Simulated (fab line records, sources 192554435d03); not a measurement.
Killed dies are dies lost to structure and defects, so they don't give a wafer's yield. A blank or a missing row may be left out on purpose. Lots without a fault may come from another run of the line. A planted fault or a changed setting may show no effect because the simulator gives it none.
Chamber matching | flow n5_finfet | N5_BEOL_M8_DEP_56 on pecvd-02: 3 sister chambers
The step deposits SiCN from 3MS/NH3, target thk 10 nm, time 17.5 s. 3 wafers are shown with their chamber, then 8 later ones without.

WAFERS WITH THEIR CHAMBER
wafer  | chamber | throttle_valve_pct (%)
L084.2 | 0       | 9.0
L084.4 | 2       | 8.2
L090.2 | 1       | 9.1

WAFERS WITHOUT THEIR CHAMBER
wafer  | throttle_valve_pct (%)
L090.4 | 9.0
L090.5 | 8.6
L093.1 | 8.9
L093.5 | 8.9
L093.6 | 8.1
L097.1 | 9.2
L097.2 | 8.0
L097.4 | 8.3

WHICH CHAMBER EACH WENT THROUGH
wafer  | from the rows above          | in truth
L090.4 | can't be placed: 0 or 1      | 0
L090.5 | can't be placed: 0 or 2 or 1 | 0
L093.1 | can't be placed: 0 or 1      | 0
L093.5 | can't be placed: 0 or 1      | 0
L093.6 | 2                            | 2
L097.1 | can't be placed: 1 or 0      | 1
L097.2 | 2                            | 2
L097.4 | 2                            | 2
Placed correctly: 3 of 8. Can't be placed from these rows: 5 (the true chamber is among the candidates in 5). Placed wrongly: 0.
How it was worked out, from the rows above alone: a wafer's distance from a chamber is the root of the sum, over the readings, of the square of ((its reading less the chamber's mean) divided by the reading's scatter). The wafer belongs to the nearest chamber; if the next one is less than 2 further off, it can't be placed. A chamber's mean is the mean of its shown wafers. The scatter: with one shown wafer a chamber, the root of the mean of the squares of how far each hidden wafer lies from its nearest shown one.
